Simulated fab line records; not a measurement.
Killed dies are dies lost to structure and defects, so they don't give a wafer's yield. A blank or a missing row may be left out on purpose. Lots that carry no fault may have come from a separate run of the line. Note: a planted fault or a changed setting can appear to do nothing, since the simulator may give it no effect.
Chamber matching	flow n5 finfet	N5_BEOL_M12_TRENCH_ETCH_34 on rie diel-02: 4 sister chambers
The step etches SiOC in C4F8/O2/Ar, target depth 318.95 nm, time 125.5 s. 7 wafers are shown with their chamber, then 7 later ones without.

WAFERS WITH THEIR CHAMBER
wafer	chamber	drypump motor current A (A)	showerhead plenum p Torr (Torr)
L076.4	1	4.8	3.24
L081.3	3	5.9	3.44
L088.1	0	5.5	3.42
L088.2	2	5.6	3.46
L088.4	3	5.8	3.43
L091.1	2	5.7	3.46
L091.4	0	5.5	3.42

WAFERS WITH NO CHAMBER GIVEN
wafer	drypump motor current A (A)	showerhead plenum p Torr (Torr)
L091.5	5.6	3.46
L090.3	4.8	3.63
L090.5	4.8	3.63
L090.6	5.5	3.42
L096.1	5.6	3.45
L096.5	5.6	3.45
L096.6	4.9	3.62

WHICH CHAMBER EACH WENT THROUGH
wafer	from the rows above	in truth
L091.5	2	2
L090.3	2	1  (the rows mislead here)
L090.5	2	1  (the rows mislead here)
L090.6	0	0
L096.1	2	2
L096.5	2	2
L096.6	2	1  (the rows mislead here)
Placed correctly: 4 of 7. Not placeable from these rows: 0. Number placed wrongly: 3.
How it was worked out, from the rows above alone: a wafer's distance from a chamber is the root of the sum, over the readings, of the square of ((its reading less the chamber's mean) divided by the reading's scatter). If the next closest chamber is less than 2 further off than the closest, the wafer can't be placed; otherwise it belongs to the closest. The mean given for a chamber averages the wafers shown for that chamber. The scatter: take each reading less its chamber's mean, square it, sum over the shown wafers, divide by the number of wafers less the number of chambers, and take the root.
